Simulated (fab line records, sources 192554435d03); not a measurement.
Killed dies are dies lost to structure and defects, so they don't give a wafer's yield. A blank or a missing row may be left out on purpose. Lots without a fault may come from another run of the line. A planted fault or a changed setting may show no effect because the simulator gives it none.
Chamber matching | flow n5_finfet | N5_HKMG_FIN_ETCH_54 on rie_diel-02: 4 sister chambers
The step etches SiARC in CF4, target depth 45.5 nm, time 75.8 s. 14 wafers are shown with their chamber, then 7 later ones without.

WAFERS WITH THEIR CHAMBER
wafer  | chamber | showerhead_plenum_p_Torr (Torr) | drypump_motor_current_A (A) | throttle_valve_pct (%)
L080.3 | 3       | 2.06                            | 6.2                         | 16.13
L080.5 | 2       | 2.22                            | 6.1                         | 16.00
L080.6 | 1       | 2.06                            | 5.0                         | 15.61
L081.1 | 1       | 2.06                            | 5.0                         | 15.60
L081.3 | 2       | 2.22                            | 6.1                         | 15.99
L081.5 | 0       | 2.04                            | 5.9                         | 15.72
L082.1 | 1       | 2.06                            | 5.0                         | 15.63
L082.4 | 0       | 2.04                            | 5.9                         | 15.73
L082.5 | 0       | 2.04                            | 5.9                         | 15.74
L084.2 | 2       | 2.22                            | 6.2                         | 16.02
L084.3 | 0       | 2.04                            | 5.9                         | 15.74
L084.6 | 2       | 2.22                            | 6.2                         | 16.01
L089.1 | 0       | 2.03                            | 5.9                         | 15.77
L089.2 | 1       | 2.06                            | 5.0                         | 15.65

SIGNATURES (means of the wafers above)
reading                  | chamber 0 | chamber 1 | chamber 2 | chamber 3 | scatter within a chamber
showerhead_plenum_p_Torr | 2.0380    | 2.0600    | 2.2200    | 2.0600    | 0.00283
drypump_motor_current_A  | 5.900     | 5.000     | 6.150     | 6.200     | 0.0316
throttle_valve_pct       | 15.7400   | 15.6225   | 16.0050   | 16.1300   | 0.0184
Rule: a wafer's distance from a chamber is the root of the sum, over the readings, of the square of ((its reading less the chamber's mean) divided by the reading's scatter). The wafer belongs to the nearest chamber; if the next one is less than 2 further off, it can't be placed. The scatter: the root of (the sum of the squares of (reading less its chamber's mean) over the shown wafers, divided by (wafers less chambers)).

WAFERS WITHOUT THEIR CHAMBER
wafer  | showerhead_plenum_p_Torr (Torr) | drypump_motor_current_A (A) | throttle_valve_pct (%)
L089.5 | 2.06                            | 5.0                         | 15.63
L092.2 | 2.05                            | 6.1                         | 16.17
L092.3 | 2.21                            | 6.1                         | 16.02
L092.5 | 2.05                            | 5.0                         | 15.65
L097.1 | 2.21                            | 6.1                         | 16.06
L097.2 | 2.03                            | 5.9                         | 15.79
L097.3 | 2.05                            | 6.1                         | 16.18

WHICH CHAMBER EACH WENT THROUGH
wafer  | from the rows above | in truth
L089.5 | 1                   | 1
L092.2 | 3                   | 3
L092.3 | 2                   | 2
L092.5 | 1                   | 1
L097.1 | 2                   | 2
L097.2 | 0                   | 0
L097.3 | 3                   | 3
Placed correctly: 7 of 7. Can't be placed from these rows: 0. Placed wrongly: 0.
